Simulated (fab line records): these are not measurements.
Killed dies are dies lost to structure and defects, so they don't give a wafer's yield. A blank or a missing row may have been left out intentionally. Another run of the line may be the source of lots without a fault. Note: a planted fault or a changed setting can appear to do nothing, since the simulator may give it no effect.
A struck lot beside a sound one ; flow n5Finfet ; 14 out of 1938 route steps
Sound: these wafers, L195.1, L195.3, L195.4. Wafers L187.1, L187.4, L187.5 were the ones struck. Last of all comes the cause.
At each step with rows: each side's tool, then ch and its chambers, then its first start. Under that, the readings that differ: sound wafers ; struck wafers ; difference of the means ; sigmas: that difference in standard deviations of wafers without a fault.
alike: words and numbers the same on both sides, and readings whose means are apart by under 2 such deviations; not compared: readings that were withheld, readings missing a value for some wafer, numbers with overlapping values and no deviation given by the record, and bounds like >300 which may hide the same value.
Wherever a step has rows on one side only, a row that says differs or no value, or a row with sigmas, the two part there. Numbers that have no deviation but don't overlap get no sigmas and don't part them. A reading that every wafer of one side lacks parts them only if that side has two wafers or more.

first, 2 steps without rows for these wafers: N5_BEOL_M2_STRIP_65 (strips in N2/H2); N5_BEOL_M2_STRIP_75 (strips in N2/H2).
N5_BEOL_M2_STRIP_66: strips in CF4.
  sound on rieDiel-06 ch 0,1,3, day 10 22:13; struck on rieDiel-04 ch 0,1,3, day 8 15:53
  alike: drypumpMotorCurrentA, oesProductAu, rfVppV, showerheadPlenumPTorr, throttleValvePct
  not compared: rfHoursCounterH
N5_BEOL_M2_HM_OPEN_17: chemistry Cl2/BCl3, target TiN, target depth 20 nm, overetch 6 nm.
  sound on rieMetal-01 ch 0,1, day 10 22:16; struck on rieMetal-01 ch 0,1, day 8 15:55
  alike: biasW, drypumpMotorCurrentA, oesProductAu, throttleValvePct
  not compared: rfHoursCounterH
N5_BEOL_M2_STRIP_19: strips in O2.
  sound on rieDiel-04 ch 1,2,3, day 10 22:24; struck on rieDiel-04 ch 0,1,3, day 8 16:02
  alike: drypumpMotorCurrentA, oesProductAu, rfVppV, showerheadPlenumPTorr, throttleValvePct
  not compared: rfHoursCounterH
N5_BEOL_M2_CD_MEAS_18: pitch 36 nm, target cd 18 nm.
  sound: cdSem-01 at day 10 22:28; struck: cdSem-02 at day 8 16:06
  alike: cdNm
then, 6 steps without rows for these wafers: N5_BEOL_M2_COAT_67 (time 60 s, resist thk 60 nm); N5_BEOL_M2_COAT_68 (time 60 s, resist thk 12 nm); N5_BEOL_M2_COAT_76 (time 60 s, resist thk 5 nm); N5_BEOL_M2_COAT_22 (resist thk 30 nm); N5_BEOL_M2_EBR_24; N5_BEOL_M2_SOFTBAKE_23 (time 60 s).
N5_BEOL_M2_EXPOSE_25: exposes mask V1, defocus 5 nm.
  struck on euvScanner-02, day 8 16:24; sound on euvScanner-02 ch 0, day 10 22:46
  no value came back on the struck wafers for dipoleOpeningDeg (degrees), exposureDoseMJCm2; on the sound wafers dipoleOpeningDeg (degrees) reads 30 30 30
  alike: mask
then, 1 step without rows for these wafers: N5_BEOL_M2_PEB_26 (peb time 60 s).

WHERE THEY PART
Within this record, at N5_BEOL_M2_EXPOSE_25 only.

WHY: whatever the simulator had introduced
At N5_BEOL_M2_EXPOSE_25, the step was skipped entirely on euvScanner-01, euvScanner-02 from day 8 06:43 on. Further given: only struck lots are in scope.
